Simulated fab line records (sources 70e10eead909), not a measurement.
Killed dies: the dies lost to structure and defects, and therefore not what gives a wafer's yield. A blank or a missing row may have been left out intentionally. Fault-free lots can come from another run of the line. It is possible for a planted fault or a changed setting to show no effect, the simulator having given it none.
The tool behind it: which one? :: flow nandHarc :: 42 wafers from 14 lots sampled at 4 of the route's 1159 steps

WHAT THE GAUGES READ, wafer by wafer
NHARC_A_M0_THK_MEAS_24: measures by xrf. Usual: thkNm reads 114.0 nm (standard deviation 1.4).
lot: L237
measured: day 17 17:31
on: filmMetro-01
thkNm (nm): 112.8 114.0 110.8
flag: 

lot: L236
measured: day 17 20:42
on: filmMetro-01
thkNm (nm): 115.4 113.5 112.6
flag: 

lot: L238
measured: day 18 06:16
on: filmMetro-02
thkNm (nm): 114.2 114.7 114.0
flag: 

lot: L235
measured: day 18 06:51
on: filmMetro-02
thkNm (nm): 114.2 114.7 114.8
flag: 

lot: L239
measured: day 18 07:34
on: filmMetro-01
thkNm (nm): 115.7 114.1 113.1
flag: 

lot: L240
measured: day 18 10:51
on: filmMetro-01
thkNm (nm): 114.9 114.6 115.0
flag: 

lot: L242
measured: day 19 16:23
on: filmMetro-02
thkNm (nm): 111.1 112.8 114.0
flag: 

lot: L241
measured: day 20 07:20
on: filmMetro-01
thkNm (nm): 117.1 113.7 114.9
flag: 

lot: L249
measured: day 20 14:26
on: filmMetro-02
thkNm (nm): 113.6 114.0 114.3
flag: 

lot: L246
measured: day 20 14:47
on: filmMetro-02
thkNm (nm): 113.3 112.9 111.8
flag: 

lot: L252
measured: day 22 01:58
on: filmMetro-01
thkNm (nm): 115.1 113.4 115.3
flag: 

lot: L256
measured: day 22 17:50
on: filmMetro-01
thkNm (nm): 113.4 116.3 115.0
flag: 

lot: L255
measured: day 22 19:19
on: filmMetro-01
thkNm (nm): 114.1 113.9 113.9
flag: 

lot: L257
measured: day 23 06:04
on: filmMetro-01
thkNm (nm): 114.8 115.7 114.0
flag: 

NHARC_A_BONDPAD_THK_MEAS_30: measures by ellipsometry. Usual: thkNm reads 200.0 nm (standard deviation 1.3).
lot: L237
measured: day 17 23:14
on: filmMetro-01
thkNm (nm): 200.7 200.2 200.2
flag: 

lot: L236
measured: day 18 02:17
on: filmMetro-02
thkNm (nm): 200.2 199.2 200.0
flag: 

lot: L238
measured: day 18 12:11
on: filmMetro-01
thkNm (nm): 198.2 200.2 200.2
flag: 

lot: L235
measured: day 18 12:48
on: filmMetro-02
thkNm (nm): 199.2 199.9 199.6
flag: 

lot: L239
measured: day 18 13:47
on: filmMetro-01
thkNm (nm): 197.8 200.0 200.3
flag: 

lot: L240
measured: day 18 16:46
on: filmMetro-01
thkNm (nm): 201.1 199.7 201.5
flag: 

lot: L242
measured: day 19 22:05
on: filmMetro-02
thkNm (nm): 199.7 197.3 200.2
flag: 

lot: L241
measured: day 20 13:05
on: filmMetro-02
thkNm (nm): 198.7 199.5 202.4
flag: 

lot: L252
measured: day 22 07:38
on: filmMetro-01
thkNm (nm): 199.8 199.1 197.4
flag: 

lot: L256
measured: day 23 00:05
on: filmMetro-01
thkNm (nm): 200.4 199.0 200.4
flag: 

lot: L255
measured: day 23 01:46
on: filmMetro-01
thkNm (nm): 201.1 198.0 199.1
flag: 

lot: L257
measured: day 23 11:45
on: filmMetro-02
thkNm (nm): 202.1 200.0 201.2
flag: 

EACH LOT AND THE TOOL THAT RAN IT (in order: tool; ch and the chambers of the sampled wafers; start)
lot: L237
NHARC_A_M0_PRE_CLEAN_29: pvdSputter-01, day 17 17:31 or earlier
NHARC_A_M1_PVD_20: pvdSputter-02, day 17 20:25

lot: L236
NHARC_A_M0_PRE_CLEAN_29: pvdSputter-03, day 17 20:42 or earlier
NHARC_A_M1_PVD_20: pvdSputter-03, day 17 23:31

lot: L238
NHARC_A_M0_PRE_CLEAN_29: pvdSputter-03, day 18 06:16 or earlier
NHARC_A_M1_PVD_20: pvdSputter-02, day 18 09:14

lot: L235
NHARC_A_M0_PRE_CLEAN_29: pvdSputter-01, day 18 06:51 or earlier
NHARC_A_M1_PVD_20: pvdSputter-02, day 18 09:58

lot: L239
NHARC_A_M0_PRE_CLEAN_29: pvdSputter-01, day 18 07:34 or earlier
NHARC_A_M1_PVD_20: pvdSputter-01, day 18 10:53

lot: L240
NHARC_A_M0_PRE_CLEAN_29: pvdSputter-03, day 18 10:51 or earlier
NHARC_A_M1_PVD_20: pvdSputter-02, day 18 13:50

lot: L242
NHARC_A_M0_PRE_CLEAN_29: pvdSputter-03, day 19 16:23 or earlier
NHARC_A_M1_PVD_20: pvdSputter-01, day 19 19:16

lot: L241
NHARC_A_M0_PRE_CLEAN_29: pvdSputter-02, day 20 07:20 or earlier
NHARC_A_M1_PVD_20: pvdSputter-01, day 20 10:13

lot: L249
NHARC_A_M0_PRE_CLEAN_29: pvdSputter-03, day 20 14:26 or earlier
NHARC_A_M1_PVD_20: pvdSputter-02, day 20 17:19

lot: L246
NHARC_A_M0_PRE_CLEAN_29: pvdSputter-02, day 20 14:47 or earlier
NHARC_A_M1_PVD_20: pvdSputter-01, day 20 17:45

lot: L252
NHARC_A_M0_PRE_CLEAN_29: pvdSputter-03, day 22 01:58 or earlier
NHARC_A_M1_PVD_20: pvdSputter-03, day 22 04:50

lot: L256
NHARC_A_M0_PRE_CLEAN_29: pvdSputter-03, day 22 17:50 or earlier
NHARC_A_M1_PVD_20: pvdSputter-02, day 22 20:51

lot: L255
NHARC_A_M0_PRE_CLEAN_29: pvdSputter-02, day 22 19:19 or earlier
NHARC_A_M1_PVD_20: pvdSputter-03, day 22 22:53

lot: L257
NHARC_A_M0_PRE_CLEAN_29: pvdSputter-02, day 23 06:04 or earlier
NHARC_A_M1_PVD_20: pvdSputter-02, day 23 08:58
- NHARC_A_M0_PRE_CLEAN_29: time 30 s.
- NHARC_A_M1_PVD_20: deposits TaN, target thk 5 nm, time 8.06 s.

AS READ BY THE TOOLS THEMSELVES (means over the sampled wafers that have a number; for cases with no such wafer, the mark the record gives instead)
NHARC_A_M0_PRE_CLEAN_29. Usual: heaterPowerW reads 434 W (standard deviation 48).
lot: L237
tool: pvdSputter-01
heaterPowerW (W): 415
flag: 

lot: L236
tool: pvdSputter-03
heaterPowerW (W): 460
flag: 

lot: L238
tool: pvdSputter-03
heaterPowerW (W): 452
flag: 

lot: L235
tool: pvdSputter-01
heaterPowerW (W): 438
flag: 

lot: L239
tool: pvdSputter-01
heaterPowerW (W): 421
flag: 

lot: L240
tool: pvdSputter-03
heaterPowerW (W): 458
flag: 

lot: L242
tool: pvdSputter-03
heaterPowerW (W): 457
flag: 

lot: L241
tool: pvdSputter-02
heaterPowerW (W): 444
flag: 

lot: L249
tool: pvdSputter-03
heaterPowerW (W): 447
flag: 

lot: L246
tool: pvdSputter-02
heaterPowerW (W): 423
flag: 

lot: L252
tool: pvdSputter-03
heaterPowerW (W): 460
flag: 

lot: L256
tool: pvdSputter-03
heaterPowerW (W): 449
flag: 

lot: L255
tool: pvdSputter-02
heaterPowerW (W): 381
flag: 

lot: L257
tool: pvdSputter-02
heaterPowerW (W): 449
flag: 

NHARC_A_M1_PVD_20. Usual: biasV 168.5 V, standard deviation 1.7; cathodeDcPowerW 15000 W, standard deviation 2.9; throttleValvePct 29.7 %, standard deviation 0.9.
lot: L237
tool: pvdSputter-02
biasV (V): 168.8
cathodeDcPowerW (W): 15002
throttleValvePct (%): 30.0
flag: 

lot: L236
tool: pvdSputter-03
biasV (V): 168.8
cathodeDcPowerW (W): 14999
throttleValvePct (%): 29.5
flag: 

lot: L238
tool: pvdSputter-02
biasV (V): 168.3
cathodeDcPowerW (W): 14999
throttleValvePct (%): 29.8
flag: 

lot: L235
tool: pvdSputter-02
biasV (V): 168.5
cathodeDcPowerW (W): 15001
throttleValvePct (%): 29.2
flag: 

lot: L239
tool: pvdSputter-01
biasV (V): 168.7
cathodeDcPowerW (W): 15003
throttleValvePct (%): 28.7
flag: 

lot: L240
tool: pvdSputter-02
biasV (V): 168.9
cathodeDcPowerW (W): 15000
throttleValvePct (%): 30.7
flag: 

lot: L242
tool: pvdSputter-01
biasV (V): 167.9
cathodeDcPowerW (W): 15000
throttleValvePct (%): 29.1
flag: 

lot: L241
tool: pvdSputter-01
biasV (V): 168.5
cathodeDcPowerW (W): 15002
throttleValvePct (%): 29.2
flag: 

lot: L249
tool: pvdSputter-02
biasV (V): -
cathodeDcPowerW (W): -
throttleValvePct (%): -
flag: OFF

lot: L246
tool: pvdSputter-01
biasV (V): -
cathodeDcPowerW (W): -
throttleValvePct (%): -
flag: OFF

lot: L252
tool: pvdSputter-03
biasV (V): 166.5
cathodeDcPowerW (W): 14999
throttleValvePct (%): 29.8
flag: 

lot: L256
tool: pvdSputter-02
biasV (V): 169.2
cathodeDcPowerW (W): 15001
throttleValvePct (%): 29.2
flag: 

lot: L255
tool: pvdSputter-03
biasV (V): 167.6
cathodeDcPowerW (W): 15000
throttleValvePct (%): 29.5
flag: 

lot: L257
tool: pvdSputter-02
biasV (V): 168.3
cathodeDcPowerW (W): 15003
throttleValvePct (%): 29.9
flag: 

THE ANSWER, worked out from the rows above alone
Rule: lot off if the mean of its wafers having a number is beyond 3 standard deviations from the usual mean. Also off: a lot with no number at a reading for which 4 or more lots have one. Any other lot the step has rows for is counted as sound. Order of review: gauges by route order, followed by the tools' own readings, for which a lot's mean as printed above is used. The first step at which some lot is off is used, and at that step the reading that is off furthest; a lot without a number counts as furthest.
Off: L249, L246 (NHARC_A_M1_PVD_20, biasV). Without a number there: L249, L246.
A tool fits if, at that step or a process step before it, it ran every lot that is off, and no sound lot after the first of them. NHARC_A_M0_PRE_CLEAN_29 gives no start for some lots, so the hours and the order of its lots are those of NHARC_A_M0_THK_MEAS_24. Not one of the candidates tried fits.

WHAT WAS PUT IN BY THE SIMULATOR
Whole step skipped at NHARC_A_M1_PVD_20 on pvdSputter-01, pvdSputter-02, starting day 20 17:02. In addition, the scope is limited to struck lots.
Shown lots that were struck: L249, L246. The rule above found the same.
